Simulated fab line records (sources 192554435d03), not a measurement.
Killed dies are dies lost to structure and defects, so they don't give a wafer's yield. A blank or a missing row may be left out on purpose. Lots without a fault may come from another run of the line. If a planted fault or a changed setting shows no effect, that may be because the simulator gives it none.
Split-lot experiment / flow n5Finfet / 21 wafers read across 7 lots, on a route 1938 steps long

ON THE SPLIT
At N5_ZERO_LAYER_EXPOSE_08 (exposes mask ZERO, defocus 0 nm, target cd 2000 nm), the setting doseMj was moved away from the recipe's 16.2 on 5 of the 21 wafers read, by +2.5% to +6.8%. For the rest of the wafers, this setting stayed at what the recipe calls for.

FROM THE SPLIT TO THE READING: what the file shows between them, 3 steps
- N5_ZERO_LAYER_PEB_09
- N5_ZERO_LAYER_DEVELOP_10: develop time 60 s
- N5_ZERO_LAYER_HARDBAKE_23: time 120 s

THE READING
cdNm (nm) at N5_ZERO_LAYER_CD_MEAS_11, where the cd target is 2000 nm. Fault-free wafers of this fab line usually give 2000.1 nm, standard deviation 2.9 nm.

wafer=L074.4; tool, chamber at the split=krfScanner-01, 0; doseMj as run=16.2; against the recipe=recipe; cdNm, nm=1999.9; against lot-mates on the recipe=-
wafer=L074.5; tool, chamber at the split=krfScanner-01, 0; doseMj as run=16.2; against the recipe=recipe; cdNm, nm=2001.1; against lot-mates on the recipe=-
wafer=L074.6; tool, chamber at the split=krfScanner-01, 0; doseMj as run=16.2; against the recipe=recipe; cdNm, nm=2000.9; against lot-mates on the recipe=-
wafer=L080.1; tool, chamber at the split=krfScanner-02, 0; doseMj as run=16.98; against the recipe=+4.8%; cdNm, nm=2010.4; against lot-mates on the recipe=+8.9
wafer=L080.3; tool, chamber at the split=krfScanner-02, 0; doseMj as run=16.2; against the recipe=recipe; cdNm, nm=2000.5; against lot-mates on the recipe=-
wafer=L080.4; tool, chamber at the split=krfScanner-02, 0; doseMj as run=16.2; against the recipe=recipe; cdNm, nm=2002.5; against lot-mates on the recipe=-
wafer=L082.1; tool, chamber at the split=krfScanner-02, 0; doseMj as run=16.61; against the recipe=+2.5%; cdNm, nm=2007.6; against lot-mates on the recipe=+5.9
wafer=L082.4; tool, chamber at the split=krfScanner-02, 0; doseMj as run=16.2; against the recipe=recipe; cdNm, nm=2001.7; against lot-mates on the recipe=-
wafer=L082.5; tool, chamber at the split=krfScanner-02, 0; doseMj as run=16.61; against the recipe=+2.5%; cdNm, nm=2009.1; against lot-mates on the recipe=+7.4
wafer=L088.1; tool, chamber at the split=krfScanner-02, 0; doseMj as run=16.2; against the recipe=recipe; cdNm, nm=2004.7; against lot-mates on the recipe=-
wafer=L088.3; tool, chamber at the split=krfScanner-02, 0; doseMj as run=16.2; against the recipe=recipe; cdNm, nm=2006.3; against lot-mates on the recipe=-
wafer=L088.5; tool, chamber at the split=krfScanner-02, 0; doseMj as run=17.08; against the recipe=+5.4%; cdNm, nm=2012.0; against lot-mates on the recipe=+6.5
wafer=L090.2; tool, chamber at the split=krfScanner-01, 0; doseMj as run=16.2; against the recipe=recipe; cdNm, nm=1997.3; against lot-mates on the recipe=-
wafer=L090.5; tool, chamber at the split=krfScanner-01, 0; doseMj as run=16.2; against the recipe=recipe; cdNm, nm=1997.5; against lot-mates on the recipe=-
wafer=L090.6; tool, chamber at the split=krfScanner-01, 0; doseMj as run=16.2; against the recipe=recipe; cdNm, nm=1996.2; against lot-mates on the recipe=-
wafer=L095.2; tool, chamber at the split=krfScanner-01, 0; doseMj as run=16.2; against the recipe=recipe; cdNm, nm=1997.7; against lot-mates on the recipe=-
wafer=L095.3; tool, chamber at the split=krfScanner-01, 0; doseMj as run=17.3; against the recipe=+6.8%; cdNm, nm=2008.1; against lot-mates on the recipe=+9.4
wafer=L095.5; tool, chamber at the split=krfScanner-01, 0; doseMj as run=16.2; against the recipe=recipe; cdNm, nm=1999.7; against lot-mates on the recipe=-
wafer=L096.2; tool, chamber at the split=krfScanner-01, 0; doseMj as run=16.2; against the recipe=recipe; cdNm, nm=1995.8; against lot-mates on the recipe=-
wafer=L096.5; tool, chamber at the split=krfScanner-01, 0; doseMj as run=16.2; against the recipe=recipe; cdNm, nm=1996.9; against lot-mates on the recipe=-
wafer=L096.6; tool, chamber at the split=krfScanner-01, 0; doseMj as run=16.2; against the recipe=recipe; cdNm, nm=1997.5; against lot-mates on the recipe=-

THE FIT
A straight line over all 21 wafers: cdNm changes by +1.89 nm for each +1% of doseMj; r = +0.79; the points scatter about the line by 3.2 nm.
The same after taking each lot's own level away (the mean of its wafers on the recipe; 21 wafers): +1.53 nm for each +1%; r = +0.93; scatter 1.3 nm.
Per that fit: largest doseMj move, reading shift of 10 nm.
Measured against the standard deviation above, the lots' own levels, which go from 1996.73 to 2005.50 nm, span 3.0 times it.
So the lot-to-lot level blurs the effect unless lot-mates are compared.
Check: for one of the wafers moved furthest among these (+6.8%), held out of the fit, the line's prediction against its lot-mates is +11.5 nm. It came out at +9.4 nm against them.

THE WHOLE CHAIN: every reading that the file lists as answering this split, in the file's order
step=N5_ZERO_LAYER_CD_MEAS_11; what it does=target cd 2000 nm; reading=cdNm; change (the file's fit)=+1.51 nm for each +1% of the setting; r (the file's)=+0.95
step=N5_ZERO_LAYER_DESCUM_16; what it does=chemistry O2, time 7.9 s; reading=ZERO_LAYER.cdNm (the simulator's own value, which no gauge read); change (the file's fit)=+1.57 nm for each +1% of the setting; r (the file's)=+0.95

THE FILE'S OWN FIT
cdNm changes by +1.51 nm for each +1% of doseMj, r = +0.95.
